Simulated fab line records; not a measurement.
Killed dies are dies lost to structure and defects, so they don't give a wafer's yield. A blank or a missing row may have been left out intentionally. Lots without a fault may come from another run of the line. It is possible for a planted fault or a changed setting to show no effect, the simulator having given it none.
Matching of chambers    flow n5Finfet    4 sister chambers for N5_DUMMY_GATE_ETCH_37 on rieDiel-06
The step etches SOC in N2/H2, target depth 60 nm, overetch 30 nm. 24 wafers are shown with their chamber, then 12 later ones without.

== WAFERS, EACH WITH ITS CHAMBER ==
wafer   chamber  throttleValvePct (%)  showerheadPlenumPTorr (Torr)  oesProductAu (a.u.)
L075.3  2        17.88                 2.54                          0.60
L075.4  1        17.84                 2.44                          0.58
L075.5  1        17.85                 2.44                          0.59
L077.1  3        17.84                 2.44                          0.61
L077.4  1        17.84                 2.43                          0.58
L077.6  2        17.88                 2.54                          0.61
L078.3  2        17.89                 2.54                          0.59
L078.5  0        17.50                 2.49                          0.74
L078.6  1        17.85                 2.43                          0.58
L079.1  2        17.90                 2.54                          0.59
L079.2  3        17.86                 2.44                          0.61
L079.6  2        17.90                 2.54                          0.60
L081.2  0        17.51                 2.49                          0.73
L081.4  3        17.86                 2.44                          0.61
L081.5  2        17.91                 2.53                          0.59
L080.1  2        17.92                 2.53                          0.59
L080.2  3        17.89                 2.44                          0.60
L080.4  3        17.87                 2.44                          0.60
L084.3  0        17.54                 2.49                          0.71
L084.5  3        17.88                 2.43                          0.60
L084.6  0        17.52                 2.49                          0.72
L088.1  2        17.93                 2.53                          0.59
L088.4  3        17.89                 2.43                          0.60
L088.5  3        17.89                 2.43                          0.60

SIGNATURES (averages over the wafers above)
reading                chamber 0  chamber 1  chamber 2  chamber 3  scatter within a chamber
throttleValvePct       17.5175    17.8450    17.9013    17.8725    0.0168
showerheadPlenumPTorr  2.4900     2.4350     2.5362     2.4363     0.00487
oesProductAu           0.7250     0.5825     0.5950     0.6038     0.00762
Rule: for each reading, subtract the chamber's mean from the wafer's reading, divide by that reading's scatter and square the result; add these up over the readings and take the root, which gives the wafer's distance from the chamber. The wafer belongs to the nearest chamber; if the next one is less than 2 further off, it can't be placed. The scatter: take each reading less its chamber's mean, square it, sum over the shown wafers, divide by the number of wafers less the number of chambers, and take the root.

== WAFERS WITHOUT THEIR CHAMBER ==
wafer   throttleValvePct (%)  showerheadPlenumPTorr (Torr)  oesProductAu (a.u.)
L087.1  17.89                 2.43                          0.60
L087.3  17.92                 2.53                          0.59
L087.4  17.86                 2.43                          0.57
L089.3  17.54                 2.48                          0.70
L089.5  17.90                 2.43                          0.60
L089.6  17.93                 2.53                          0.58
L090.3  17.93                 2.53                          0.59
L090.4  17.52                 2.48                          0.70
L090.6  17.53                 2.48                          0.71
L091.2  17.90                 2.43                          0.60
L091.3  17.92                 2.53                          0.59
L091.6  17.55                 2.48                          0.69

== WHICH CHAMBER EACH ONE RAN IN ==
wafer   from the rows above      in truth
L087.1  can't be placed: 3 or 1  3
L087.3  2                        2
L087.4  1                        1
L089.3  0                        0
L089.5  can't be placed: 3 or 1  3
L089.6  2                        2
L090.3  2                        2
L090.4  0                        0
L090.6  0                        0
L091.2  can't be placed: 3 or 1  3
L091.3  2                        2
L091.6  0                        0
Correct placement for 9 of the 12. Not placeable from these rows: 3 (in 3, the candidates include the true chamber). Placed wrongly: 0.
